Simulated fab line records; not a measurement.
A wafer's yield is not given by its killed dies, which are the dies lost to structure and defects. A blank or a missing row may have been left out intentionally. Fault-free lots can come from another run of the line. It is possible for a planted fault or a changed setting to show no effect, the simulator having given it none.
Chamber matching ; flow nandHarc ; NHARC_A_BONDPAD_STRIP_15 on rieDiel-11: 4 sister chambers
The step strips in O2. 16 wafers are shown with their chamber, then 8 later ones without.

WAFERS WITH THEIR CHAMBER
wafer;chamber;drypumpMotorCurrentA (A);rfVppV (V);oesProductAu (a.u.)
L450.2;1;6.2;58.0;1.005
L450.5;0;5.8;57.1;0.990
L450.6;3;5.7;57.9;0.981
L458.1;1;6.3;57.7;1.020
L458.4;2;6.6;57.4;0.982
L458.6;2;6.6;58.6;0.997
L460.1;2;6.5;58.2;1.000
L460.2;0;5.9;56.7;0.964
L460.6;0;5.9;56.5;0.960
L461.2;2;6.6;57.9;1.005
L461.3;3;5.7;58.6;1.009
L461.5;1;6.2;57.9;1.036
L464.4;2;6.6;58.0;1.003
L464.5;2;6.6;57.0;1.002
L464.6;3;5.7;58.6;1.013
L463.1;1;6.2;57.9;1.022

SIGNATURES, as means of the wafers listed above
reading;chamber 0;chamber 1;chamber 2;chamber 3;scatter within a chamber
drypumpMotorCurrentA;5.867;6.225;6.583;5.700;0.0433
rfVppV;56.767;57.875;57.850;58.367;0.428
oesProductAu;0.97133;1.02075;0.99817;1.00100;0.0128
Rule: for each reading, subtract the chamber's mean from the wafer's reading, divide by that reading's scatter and square the result; add these up over the readings and take the root, which gives the wafer's distance from the chamber. The wafer belongs to the nearest chamber; if the next one is less than 2 further off, it can't be placed. How the scatter is found: for the shown wafers, subtract from each reading the mean of its chamber, square and add these, divide the total by (wafers less chambers), then take the root.

WAFERS WHOSE CHAMBER IS MISSING
wafer;drypumpMotorCurrentA (A);rfVppV (V);oesProductAu (a.u.)
L463.3;5.6;59.4;1.000
L463.4;6.6;57.6;0.989
L465.1;5.7;57.6;1.006
L465.3;5.9;58.3;0.976
L465.6;6.3;57.1;1.021
L471.4;6.2;57.4;0.990
L471.5;5.7;59.8;0.983
L471.6;5.9;56.3;0.982

WHICH CHAMBER EACH WENT THROUGH
wafer;from the rows above;in truth
L463.3;3;3
L463.4;2;2
L465.1;3;3
L465.3;can't be placed: 0 or 3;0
L465.6;1;1
L471.4;1;1
L471.5;3;3
L471.6;0;0
Correct placement for 7 of the 8. Unplaceable from these rows: 1, with the true chamber sitting among the candidates in 1. Number placed wrongly: 0.
